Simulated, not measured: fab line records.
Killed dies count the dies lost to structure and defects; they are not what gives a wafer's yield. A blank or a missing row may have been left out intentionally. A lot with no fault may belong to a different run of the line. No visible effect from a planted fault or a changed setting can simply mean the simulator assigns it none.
fab line records -- flow n5_finfet
record lots=6, wafers=18, last_day=17
route steps=1938 shown BEOL_M9@1426 PASSIVATION@1936
lots with no fault: from the same line, run without faults
start_h: hours from the record's first day to the start of the lot's first wafer shown -- wait_h: hours since the lot's step before -- " identical to the entry in the row above -- L1.1+2: one row covering several wafers at once -- - either no value or no given start -- * or withheld: withheld -- < > ~ a bound
route shown NAME@n: names a module that has steps shown in the file, with the first one's number in the route -- usual: mean/standard deviation of fault-free wafers -- same: alike in all rows -- chamber/n: place in a boat -- sites: readings site by site -- _std_site: the standard deviation of these -- _edge_site: mean of outer sites minus mean of inner sites -- radius_mm: how far each site lies from the wafer's centre -- mask NAME#n: copy n -- behind: the last tool/chamber to shape the wafer -- hold: the reason the lot was held/the length of the hold in hours/how it ended -- device: transistor that didn't switch, given as n, p or np -- end of line: at the end of the route, the tests of the same wafers -- a step with no rows: only its recipe -- killed: dies that structure and defects cost at the first sort, which is not the same as the wafer's yield -- map: shows each die of a wafer: x if killed, . if not, _ if none is there
set.NAME: the run value of the setting; set.NAME@STEP: its run value at that earlier step -- model.NAME: the simulator's own value behind a step, which no gauge read
certain route steps with their lots: each step a table, each wafer a row
services: when a tool's chamber went out of use (start_h, in hours from the record's first day, below 0 if earlier), for how many hours, and the reason
## steps
# step N5_BEOL_M9_COAT_64
# recipe resist=SiARC, temp_c=220, time_s=60, spin_rpm=1500, resist_thk_nm=12
# step N5_BEOL_M9_COAT_75
# recipe resist=underlayer, temp_c=205, time_s=60, spin_rpm=1500, resist_thk_nm=5
# step N5_BEOL_M9_COAT_22
# recipe resist=CAR-EUV, spin_rpm=1500, resist_thk_nm=30
# step N5_BEOL_M9_EBR_24
# recipe solvent=PGMEA, ebr_width_mm=1.5
# step N5_BEOL_M9_SOFTBAKE_23
# recipe temp_c=110, time_s=60, resist=CAR-EUV
# step N5_BEOL_M9_EXPOSE_25
# recipe mask_id=V8, na=0.33, source_shape=annular, sigma_inner=0.4, sigma_outer=0.8, polarization=unpolarized, dose_mj=37.25
# step N5_BEOL_M9_PEB_26
# recipe peb_temp_c=100, peb_time_s=60, resist=CAR-EUV
# step N5_BEOL_M9_DEVELOP_27
# recipe develop_time_s=30, developer=TMAH, resist=CAR-EUV, rinse_liquid=surfactant_rinse, dry=air_spin, dev_temp_c=23
# step N5_BEOL_M9_CD_MEAS_28
# recipe target_cd_nm=70, landing_energy_ev=500, detector=se_inlens, polarity=opening
# usual cd_nm=70.05/0.27
lot.wafer,tool,chamber,start_h,wait_h,cd_nm
L196.3,cd_sem-03,0,217.13,-,69.82
L196.4,cd_sem-03,0,217.13,-,69.89
L196.6,cd_sem-03,0,217.13,-,70.10
L197.4,cd_sem-02,0,231.13,-,69.79
L197.5,cd_sem-02,0,231.13,-,70.13
L197.6,cd_sem-02,0,231.13,-,69.89
L206.2,cd_sem-03,0,282.45,-,69.96
L206.5,cd_sem-03,0,282.45,-,70.26
L206.6,cd_sem-03,0,282.45,-,69.98
L210.4,cd_sem-02,0,312.83,-,69.58
L210.5,cd_sem-02,0,312.83,-,70.07
L210.6,cd_sem-02,0,312.83,-,69.40
L212.2,cd_sem-02,0,327.96,-,70.42
L212.3,cd_sem-02,0,327.96,-,71.00
L212.5,cd_sem-02,0,327.96,-,70.35
L213.2,cd_sem-01,0,338.72,-,70.05
L213.4,cd_sem-01,0,338.72,-,69.60
L213.6,cd_sem-01,0,338.72,-,70.11
# step N5_BEOL_M9_OVL_MEAS_29
# recipe points_per_wafer=522
# usual V8_OVL=0.0/0.67
lot.wafer,tool,chamber,start_h,wait_h,V8_OVL[nm]
L196.3,overlay-02,0,217.17,0.0,-0.7
L196.4,overlay-02,0,217.17,0.0,-0.3
L196.6,overlay-02,0,217.17,0.0,-0.4
L197.4,overlay-02,0,231.17,0.0,0.2
L197.5,overlay-02,0,231.17,0.0,-0.5
L197.6,overlay-02,0,231.17,0.0,0.3
L206.2,overlay-02,0,282.48,0.0,0.9
L206.5,overlay-02,0,282.48,0.0,0.0
L206.6,overlay-02,0,282.48,0.0,-0.6
L210.4,overlay-02,0,312.87,0.0,1.9
L210.5,overlay-02,0,312.87,0.0,0.5
L210.6,overlay-02,0,312.87,0.0,0.5
L212.2,overlay-02,0,327.99,0.0,0.2
L212.3,overlay-02,0,327.99,0.0,1.3
L212.5,overlay-02,0,327.99,0.0,0.5
L213.2,overlay-02,0,338.75,0.0,1.5
L213.4,overlay-02,0,338.75,0.0,0.3
L213.6,overlay-02,0,338.75,0.0,1.7
# step N5_BEOL_M9_INSPECT_30
# recipe mode=adi, inspect_instrument=brightfield
# usual raw_defect_count=403/92
lot.wafer,tool,chamber,start_h,wait_h,raw_defect_count
L196.3,defect_inspect-01,-,217.22,0.0,315
L196.4,defect_inspect-01,-,217.22,0.0,429
L196.6,defect_inspect-01,-,217.22,0.0,440
L197.4,defect_inspect-01,-,231.21,0.0,302
L197.5,defect_inspect-01,-,231.21,0.0,280
L197.6,defect_inspect-01,-,231.21,0.0,247
L206.2,defect_inspect-01,-,282.53,0.0,422
L206.5,defect_inspect-01,-,282.53,0.0,511
L206.6,defect_inspect-01,-,282.53,0.0,546
L210.4,defect_inspect-02,-,312.91,0.0,537
L210.5,defect_inspect-02,-,312.91,0.0,560
L210.6,defect_inspect-02,-,312.91,0.0,424
L212.2,defect_inspect-01,-,328.04,0.0,464
L212.3,defect_inspect-01,-,328.04,0.0,396
L212.5,defect_inspect-01,-,328.04,0.0,399
L213.2,defect_inspect-02,-,338.81,0.0,452
L213.4,defect_inspect-02,-,338.81,0.0,361
L213.6,defect_inspect-02,-,338.81,0.0,407
# step N5_BEOL_M9_DESCUM_33
# recipe chemistry=O2, time_s=7, source_power_w=50, bias_power_w=20, pressure_mtorr=20, rf_frequency_hz=2.712e+07, temp_c=40, resist=CAR-EUV, o2_flow_sccm=225
# usual drypump_motor_current_A=5.7/0.43, oes_product_au=0.73/0.064, rf_vpp_V=243.1/1.4, showerhead_plenum_p_Torr=2.08/0.071, throttle_valve_pct=20.51/0.21
lot.wafer,tool,chamber,start_h,wait_h,drypump_motor_current_A,oes_product_au,rf_hours_counter_h,rf_vpp_V,showerhead_plenum_p_Torr,throttle_valve_pct
L196.3,rie_diel-05,0,217.34,0.1,5.9,0.83,85,245.8,2.19,20.41
L196.4,rie_diel-05,3,217.34,0.1,5.6,0.72,229,245.6,2.16,20.60
L196.6,rie_diel-05,2,217.34,0.1,5.6,0.71,-,245.1,2.15,20.37
L197.4,rie_diel-02,0,231.25,0.0,5.7,0.73,180,243.0,2.09,20.32
L197.5,rie_diel-02,3,231.25,0.0,5.9,0.69,-,240.8,1.99,20.55
L197.6,rie_diel-02,2,231.25,0.0,5.0,0.72,-,243.5,2.06,20.24
L206.2,rie_diel-02,1,282.57,0.0,6.1,0.70,219,243.9,2.16,20.50
L206.5,rie_diel-02,3,282.57,0.0,5.9,0.68,-,242.6,1.99,20.56
L206.6,rie_diel-02,0,282.57,0.0,5.7,0.71,-,243.7,2.08,20.35
L210.4,rie_diel-02,2,312.94,0.0,5.0,0.72,225,241.9,2.05,20.30
L210.5,rie_diel-02,1,312.94,0.0,6.1,0.69,-,244.0,2.16,20.53
L210.6,rie_diel-02,2,312.94,0.0,5.0,0.71,-,241.6,2.05,20.27
L212.2,rie_diel-01,2,328.08,0.0,6.0,0.69,228,244.1,2.13,20.52
L212.3,rie_diel-01,1,328.08,0.0,6.5,0.85,87,243.2,2.11,20.34
L212.5,rie_diel-01,3,328.08,0.0,5.0,0.69,-,241.2,2.00,20.65
L213.2,rie_diel-01,0,338.84,0.0,6.0,0.75,197,244.3,2.01,20.86
L213.4,rie_diel-01,3,338.84,0.0,5.0,0.69,241,241.2,2.00,20.66
L213.6,rie_diel-01,0,338.84,0.0,6.0,0.72,-,242.0,2.01,20.85
# step N5_BEOL_M9_ETCH_76
# recipe chemistry=N2/H2, target=underlayer, target_depth_a=65, mask_material=CAR-EUV, time_s=5.2, ion_energy_ev=200, pressure_mtorr=30, source_w=840, bias_w=150, n2_flow_sccm=200, h2_flow_sccm=200, ends=cleared
# usual drypump_motor_current_A=5.7/0.43, etch_rf_on_time_s=5.25/0.12, oes_product_au=0.62/0.052, rf_vpp_V=524/3.1, showerhead_plenum_p_Torr=2.53/0.092, throttle_valve_pct=17.94/0.19
lot.wafer,tool,chamber,start_h,wait_h,drypump_motor_current_A,etch_rf_on_time_s,oes_product_au,rf_hours_counter_h,rf_vpp_V,showerhead_plenum_p_Torr,throttle_valve_pct
L196.3,rie_diel-05,0,217.38,0.0,5.9,5.01,0.72,85,527,2.67,17.77
L196.4,rie_diel-05,3,217.38,0.0,5.6,5.13,0.60,229,527,2.63,18.00
L196.6,rie_diel-05,2,217.38,0.0,5.7,5.36,0.59,-,526,2.62,17.85
L197.4,rie_diel-02,0,231.28,0.0,5.8,5.04,0.62,180,523,2.52,17.75
L197.5,rie_diel-02,3,231.28,0.0,5.9,5.35,0.59,-,522,2.43,18.07
L197.6,rie_diel-02,2,231.28,0.0,4.9,5.17,0.62,-,523,2.52,17.81
L206.2,rie_diel-02,1,282.60,0.0,6.2,5.14,0.60,219,526,2.59,17.69
L206.5,rie_diel-02,3,282.60,0.0,5.9,3.52,0.73,-,520,2.42,18.14
L206.6,rie_diel-02,0,282.60,0.0,5.7,5.01,0.61,-,523,2.52,17.78
L210.4,rie_diel-02,2,312.98,0.0,4.9,5.16,0.60,225,522,2.51,17.85
L210.5,rie_diel-02,1,312.98,0.0,6.2,3.48,0.77,-,525,2.59,17.78
L210.6,rie_diel-02,2,312.98,0.0,4.9,5.17,0.60,-,524,2.51,17.87
L212.2,rie_diel-01,2,328.11,0.0,5.9,5.29,0.59,228,525,2.61,18.05
L212.3,rie_diel-01,1,328.11,0.0,6.5,5.30,0.71,87,524,2.58,17.90
L212.5,rie_diel-01,3,328.11,0.0,5.0,5.07,0.59,-,520,2.41,18.10
L213.2,rie_diel-01,0,338.87,0.0,6.0,5.32,0.62,197,522,2.41,18.04
L213.4,rie_diel-01,3,338.87,0.0,5.0,5.14,0.59,241,519,2.41,18.10
L213.6,rie_diel-01,0,338.87,0.0,6.0,5.31,0.62,-,520,2.41,18.04
# step N5_BEOL_M9_ETCH_65
# recipe chemistry=CF4, target=SiARC, target_depth_a=156, mask_material=CAR-EUV, time_s=26, ion_energy_ev=80, pressure_mtorr=40, source_w=545, bias_w=36, Ar_flow_sccm=100, cf4_flow_sccm=100, ends=cleared
# usual drypump_motor_current_A=5.7/0.43, etch_rf_on_time_s=26.2/0.53, oes_product_au=0.62/0.053, rf_vpp_V=184.0/1.2, showerhead_plenum_p_Torr=2.13/0.075, throttle_valve_pct=15.72/0.17
lot.wafer,tool,chamber,start_h,wait_h,drypump_motor_current_A,etch_rf_on_time_s,oes_product_au,rf_hours_counter_h,rf_vpp_V,showerhead_plenum_p_Torr,throttle_valve_pct
L196.3,rie_diel-05,0,217.40,0.0,5.8,25.5,0.72,85,184.8,2.25,15.63
L196.4,rie_diel-05,3,217.40,0.0,5.6,26.0,0.60,229,184.4,2.19,15.69
L196.6,rie_diel-05,2,217.40,0.0,5.6,26.3,0.61,-,186.9,2.20,15.70
L197.4,rie_diel-02,0,231.30,0.0,5.7,25.5,0.62,180,183.0,2.14,15.59
L197.5,rie_diel-02,3,231.30,0.0,5.9,27.1,0.58,-,182.3,2.03,15.73
L197.6,rie_diel-02,2,231.30,0.0,4.9,26.1,0.62,-,184.1,2.12,15.54
L206.2,rie_diel-02,1,282.62,0.0,6.2,25.6,0.60,219,184.6,2.21,15.75
L206.5,rie_diel-02,3,282.62,0.0,5.9,26.7,0.58,-,182.9,2.03,15.76
L206.6,rie_diel-02,0,282.62,0.0,5.7,24.9,0.62,-,183.4,2.13,15.65
L210.4,rie_diel-02,2,313.00,0.0,4.9,25.8,0.61,225,184.5,2.11,15.59
L210.5,rie_diel-02,1,313.00,0.0,6.1,25.8,0.60,-,184.9,2.21,15.76
L210.6,rie_diel-02,2,313.00,0.0,5.0,25.7,0.60,-,185.0,2.11,15.59
L212.2,rie_diel-01,2,328.13,0.0,5.9,26.3,0.59,228,185.6,2.20,15.94
L212.3,rie_diel-01,1,328.13,0.0,6.5,26.3,0.70,87,183.6,2.16,15.51
L212.5,rie_diel-01,3,328.13,0.0,5.0,25.8,0.58,-,182.4,2.04,15.74
L213.2,rie_diel-01,0,338.89,0.0,6.1,26.1,0.64,197,182.1,2.04,15.90
L213.4,rie_diel-01,3,338.89,0.0,5.0,25.8,0.59,241,181.8,2.04,15.73
L213.6,rie_diel-01,0,338.89,0.0,6.1,26.1,0.63,-,183.5,2.04,15.91
# step N5_PASSIVATION_PROBE_49
# usual defect_limited_yield=91.0/1.3, killed_at_M0_to_M3=36/9.5, killed_at_M4_up=14/5.6, killed_at_contacts=12/6.4, killed_at_front_end=40/10, killed_at_other=3.2/3, killed_dies=107/15, killed_open=69/12, killed_short=35/7.7, sort_bin_5_function=5.3/0.91, sort_bin_6_memory=3.3/0.65, sort_n_pass=1073/15, sort_yield_pct=91.0/1.3
# same gross_dies=1180, killed_at_back_side=0, sort_bin_4_leakage[%]=0, sort_bin_8_speed[%]=0
lot.wafer,tool,chamber,start_h,wait_h,defect_limited_yield[%],killed_at_M0_to_M3,killed_at_M4_up,killed_at_contacts,killed_at_front_end,killed_at_other,killed_dies,killed_open,killed_short,sort_bin_5_function[%],sort_bin_6_memory[%],sort_n_pass,sort_yield_pct[%]
L196.3,prober-02,-,275.84,0.1,90.5,37,10,19,44,2,112,68,43,5.9,3.2,1068,90.5
L196.4,prober-02,-,275.89,0.2,92.4,32,9,13,34,2,90,55,29,3.9,2.9,1090,92.4
L196.6,prober-02,-,275.99,0.3,92.6,40,7,6,32,2,87,52,34,4.2,2.8,1093,92.6
L206.2,prober-02,-,347.39,0.1,92.2,20,13,10,45,4,92,57,30,4.2,3.1,1088,92.2
L213.2,prober-02,-,404.66,0.1,90.1,54,16,6,41,0,117,70,43,5.8,3.6,1063,90.1
L213.4,prober-02,-,404.76,0.2,90.6,31,8,7,65,0,111,68,39,6.1,3.0,1069,90.6
L213.6,prober-02,-,404.86,0.3,88.4,55,25,6,43,8,137,79,51,7.6,3.3,1043,88.4
# killed by level:class
L196.3 FIN_SAQP:geometric_particle:short=15 MOL_CONTACT_COAG:geometric_particle:open=13 BEOL_M3:geometric_particle:open=11 FIN_SAQP:geometric_particle:open=8 BEOL_M1:geometric_particle:open=8 DUMMY_GATE:geometric_particle:open=6 BEOL_M3:geometric_particle:short=6 STI_FIN_REVEAL:geometric_particle:open=5
L196.4 BEOL_M0_SAQP:geometric_particle:short=11 MOL_CONTACT_COAG:geometric_particle:open=9 GATE_CUT:geometric_particle:short=6 BEOL_M2:geometric_particle:open=6 HKMG_FIN:area_etch=6 FIN_SAQP:geometric_particle:open=4 STI_FIN_REVEAL:geometric_particle:open=4 DUMMY_GATE:geometric_particle:open=4
L196.6 FIN_SAQP:geometric_particle:short=14 BEOL_M1:geometric_particle:open=11 BEOL_M0_SAQP:geometric_particle:open=7 BEOL_M3:geometric_particle:open=6 BEOL_M0_SAQP:geometric_particle:short=5 BEOL_M2:geometric_particle:open=5 GATE_CUT:geometric_particle:short=5 MOL_CONTACT_COAG:geometric_particle:open=5
L206.2 FIN_SAQP:geometric_particle:open=15 FIN_SAQP:geometric_particle:short=15 MOL_CONTACT_COAG:geometric_particle:open=9 BEOL_M4:geometric_particle:open=7 BEOL_M0_SAQP:geometric_particle:open=5 DUMMY_GATE:geometric_particle:open=4 BEOL_M3:geometric_particle:open=4 ILD0:geometric_particle:open=3
L213.2 BEOL_M0_SAQP:geometric_particle:short=15 BEOL_M0_SAQP:geometric_particle:open=15 FIN_SAQP:geometric_particle:short=14 FIN_SAQP:geometric_particle:open=9 BEOL_M1:geometric_particle:open=6 BEOL_M2:geometric_particle:open=5 BEOL_M3:geometric_particle:open=5 BEOL_M4:geometric_particle:open=5
L213.4 FIN_SAQP:geometric_particle:short=21 FIN_SAQP:geometric_particle:open=17 BEOL_M0_SAQP:geometric_particle:short=8 STI_FIN_REVEAL:geometric_particle:open=7 MOL_CONTACT_COAG:geometric_particle:open=7 BEOL_M0_SAQP:geometric_particle:open=7 STI_FIN_REVEAL:geometric_particle:short=4 DUMMY_GATE:geometric_particle:open=4
L213.6 BEOL_M0_SAQP:geometric_particle:short=15 BEOL_M0_SAQP:geometric_particle:open=14 BEOL_M4:geometric_particle:open=13 BEOL_M2:geometric_particle:open=10 FIN_SAQP:geometric_particle:open=8 GATE_CUT:geometric_particle:short=7 BEOL_M1:geometric_particle:open=7 FIN_SAQP:geometric_particle:short=6
## services
tool,chamber,start_h,hours,kind
rie_diel-05,3,291.67,-,clean
rie_diel-05,3,291.67,-,consumable_replace:focus_ring
rie_diel-05,3,291.67,12.5,scheduled_down
rie_diel-05,3,291.67,12.5,vent_cycle
rie_diel-05,2,312.84,-,clean
rie_diel-05,2,312.84,-,consumable_replace:focus_ring
rie_diel-05,2,312.84,16.0,scheduled_down
rie_diel-05,2,312.84,16.0,vent_cycle
## key
first_sign step=N5_BEOL_M9_ETCH_76, reading=etch_rf_on_time_s, direction=down, sigmas=14, usual=*, struck=*
effect none on later readings
met_at N5_BEOL_M9_ETCH_76
struck_wafers L206.5,L210.5
onset_between 231.28 282.60
fault kind=process_parameter_drift, tool=rie_diel-02, chamber=-, onset_h=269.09, steps=N5_BEOL_M9_ETCH_76, channel=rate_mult, offset=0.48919, shape=step, end_h=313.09, scope=struck_wafers_only
